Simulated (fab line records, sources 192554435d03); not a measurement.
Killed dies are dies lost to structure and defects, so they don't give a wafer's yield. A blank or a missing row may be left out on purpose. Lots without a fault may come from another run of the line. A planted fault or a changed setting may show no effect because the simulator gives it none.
Chamber matching | flow n5_finfet | N5_BEOL_M6_ILD_DEP_00 on pecvd-02: 3 sister chambers
The step deposits SiCOH lowk from DEMS/porogen, target thk 179.75 nm, time 33.4 s. 6 wafers are shown with their chamber, then 8 later ones without.

WAFERS WITH THEIR CHAMBER
wafer  | chamber | throttle_valve_pct (%) | showerhead_plenum_p_Torr (Torr)
L088.2 | 1       | 14.6                   | 5.766
L088.5 | 0       | 14.1                   | 5.717
L091.3 | 2       | 12.9                   | 5.715
L091.4 | 0       | 14.1                   | 5.724
L091.6 | 2       | 12.8                   | 5.734
L092.4 | 1       | 14.5                   | 5.772

WAFERS WITHOUT THEIR CHAMBER
wafer  | throttle_valve_pct (%) | showerhead_plenum_p_Torr (Torr)
L092.5 | 12.9                   | 5.734
L092.6 | 14.3                   | 5.709
L093.1 | 14.7                   | 5.750
L093.4 | 14.7                   | 5.746
L093.6 | 12.8                   | 5.723
L097.1 | 13.4                   | 5.707
L097.3 | 14.2                   | 5.727
L097.6 | 13.2                   | 5.723

WHICH CHAMBER EACH WENT THROUGH
wafer  | from the rows above | in truth
L092.5 | 2                   | 2
L092.6 | 0                   | 0
L093.1 | 1                   | 1
L093.4 | 1                   | 1
L093.6 | 2                   | 2
L097.1 | 2                   | 2
L097.3 | 0                   | 0
L097.6 | 2                   | 2
Placed correctly: 8 of 8. Can't be placed from these rows: 0. Placed wrongly: 0.
How it was worked out, from the rows above alone: a wafer's distance from a chamber is the root of the sum, over the readings, of the square of ((its reading less the chamber's mean) divided by the reading's scatter). The wafer belongs to the nearest chamber; if the next one is less than 2 further off, it can't be placed. A chamber's mean is the mean of its shown wafers. The scatter: the root of (the sum of the squares of (reading less its chamber's mean) over the shown wafers, divided by (wafers less chambers)).
